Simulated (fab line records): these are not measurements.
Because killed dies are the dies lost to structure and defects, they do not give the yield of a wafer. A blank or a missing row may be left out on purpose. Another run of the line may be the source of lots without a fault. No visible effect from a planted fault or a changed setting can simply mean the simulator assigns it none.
Matching of chambers    flow n5Finfet    N5_BEOL_M7_ETCH_65 on rieDiel-05: 4 sister chambers
The step etches SiARC in CF4, target depth 15.6 nm, time 26 s. 4 wafers are shown with their chamber, then 7 later ones without.

== EACH WAFER AND ITS CHAMBER ==
wafer   chamber  showerheadPlenumPTorr (Torr)
L991.1  3        2.15
L991.3  0        2.10
L994.3  1        2.03
L994.4  2        2.14

== WAFERS WITHOUT THEIR CHAMBER ==
wafer   showerheadPlenumPTorr (Torr)
L994.6  2.10
L999.1  2.13
L999.2  2.09
L999.5  2.09
L101.5  2.13
L106.2  2.09
L106.3  2.02

== EACH ONE'S CHAMBER ==
wafer   from the rows above      in truth
L994.6  0                        0
L999.1  can't be placed: 2 or 3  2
L999.2  0                        0
L999.5  0                        0
L101.5  can't be placed: 2 or 3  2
L106.2  0                        0
L106.3  1                        1
5 of 7 placed correctly. These rows do not allow placing 2 (true chamber among the candidates in 2). Wrongly placed: 0.
How it was worked out, from the rows above alone: a wafer's distance from a chamber is the root of the sum, over the readings, of the square of ((its reading less the chamber's mean) divided by the reading's scatter). The wafer belongs to the nearest chamber; if the next one is less than 2 further off, it can't be placed. For every chamber, the mean is computed from those of its wafers that are shown. The scatter: with one shown wafer a chamber, the root of the mean of the squares of how far each hidden wafer lies from its nearest shown one.
